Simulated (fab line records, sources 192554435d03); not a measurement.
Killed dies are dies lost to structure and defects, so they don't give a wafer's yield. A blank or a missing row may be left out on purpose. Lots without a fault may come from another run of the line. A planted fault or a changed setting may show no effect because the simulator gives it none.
Split-lot experiment | flow n5_finfet | 7 lots, 21 wafers read, on a route of 1938 steps

THE SPLIT
At N5_BEOL_M5_ILD_DEP_00 (deposits SiCOH lowk from DEMS/porogen, target thk 140.64 nm, time 25.9 s), the setting time_s was moved away from the recipe's 25.9 s on 7 of the 21 wafers read, by -11.9% to +11.4%. The other wafers ran this setting at the recipe's value.

FROM THE SPLIT TO THE READING: what the file shows between them, 1 step
- N5_BEOL_M5_CURE_79: cures SiCOH lowk, time 240 s

THE READING
M5_ILD_THK, in nm, at N5_BEOL_M5_THK_MEAS_01. Fault-free wafers of this fab line usually give 120.5 nm, standard deviation 1.5 nm.

wafer  | tool, chamber at the split | time_s as run, s | against the recipe | M5_ILD_THK, nm | against lot-mates on the recipe
L076.1 | pecvd-04, 2                | 25.9             | recipe             | 120.3          | -
L076.3 | pecvd-04, 0                | 25.9             | recipe             | 121.8          | -
L076.4 | pecvd-04, 0                | 25.9             | recipe             | 122.2          | -
L075.1 | pecvd-02, 0                | 25.9             | recipe             | 117.5          | -
L075.3 | pecvd-02, 1                | 25.9             | recipe             | 118.9          | -
L075.5 | pecvd-02, 1                | 22.82            | -11.9%             | 106.5          | -11.7
L077.2 | pecvd-02, 0                | 28.33            | +9.4%              | 131.9          | +14.8
L077.3 | pecvd-02, 2                | 25.9             | recipe             | 117.1          | -
L077.6 | pecvd-02, 1                | 28.33            | +9.4%              | 132.1          | +15.0
L079.4 | pecvd-01, 0                | 25.9             | recipe             | 120.8          | -
L079.5 | pecvd-01, 1                | 28.49            | +10.0%             | 133.9          | +13.1
L079.6 | pecvd-01, 2                | 28.49            | +10.0%             | 132.9          | +12.1
L080.1 | pecvd-04, 2                | 28.85            | +11.4%             | 133.2          | +8.6
L080.3 | pecvd-04, 1                | 28.85            | +11.4%             | 132.8          | +8.2
L080.4 | pecvd-04, 0                | 25.9             | recipe             | 124.6          | -
L082.4 | pecvd-01, 1                | 25.9             | recipe             | 122.0          | -
L082.5 | pecvd-01, 2                | 25.9             | recipe             | 122.6          | -
L082.6 | pecvd-01, 0                | 25.9             | recipe             | 121.7          | -
L088.2 | pecvd-02, 2                | 25.9             | recipe             | 121.2          | -
L088.4 | pecvd-02, 1                | 25.9             | recipe             | 123.5          | -
L088.5 | pecvd-02, 2                | 25.9             | recipe             | 122.3          | -

THE FIT
A straight line over all 21 wafers: M5_ILD_THK changes by +1.15 nm for each +1% of time_s; r = +0.97; the points scatter about the line by 1.8 nm.
The same after taking each lot's own level away (the mean of its wafers on the recipe; 21 wafers): +1.09 nm for each +1%; r = +0.95; scatter 2.2 nm.
On that fit, the largest move of time_s shifts the reading by 13 nm.
The lots' own levels span 117.10 to 124.60 nm, that is 5.0 times the standard deviation above.
So the lot-to-lot level changes the slope little: the two slopes agree.
Check: with one of the wafers moved furthest among these (-11.9%) left out of the fit, the line predicts -13.3 nm for it against its lot-mates. It came out at -11.7 nm against them.

OTHER SPLITS ON THESE WAFERS
These wafers also went through other splits before the reading. Each is held against what the fit with the lots' levels taken away leaves over:
other split on the same wafers   | wafers away from the commonest value | r with M5_ILD_THK (lot level and that fit taken away)
N5_BEOL_M0_SAQP_COAT_87 spin_rpm | 7                                    | +0.29
N5_BEOL_M1_ETCH_64 source_w      | 10                                   | -0.07
N5_BEOL_M4_PECVD_72 time_s       | 10                                   | +0.16

THE WHOLE CHAIN: every reading that the file lists as answering this split, in the file's order
step                   | what it does                                                             | reading                                                                                  | change (the file's fit)              | r (the file's)
N5_BEOL_M5_ILD_DEP_00  | deposits SiCOH lowk from DEMS/porogen, target thk 140.64 nm, time 25.9 s | SiCOH_lowk_of_BEOL_M5_ILD_DEP_00.thk_nm (the simulator's own value, which no gauge read) | +1.26 nm for each +1% of the setting | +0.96
N5_BEOL_M5_CURE_79     | cures SiCOH lowk, time 240 s                                             | SiCOH_lowk_of_BEOL_M5_ILD_DEP_00.thk_nm (the simulator's own value, which no gauge read) | +1.09 nm for each +1% of the setting | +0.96
N5_BEOL_M5_THK_MEAS_01 |                                                                          | M5_ILD_THK                                                                               | +1.09 for each +1% of the setting    | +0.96

THE FILE'S OWN FIT
M5_ILD_THK changes by +1.09 nm for each +1% of time_s, r = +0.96.
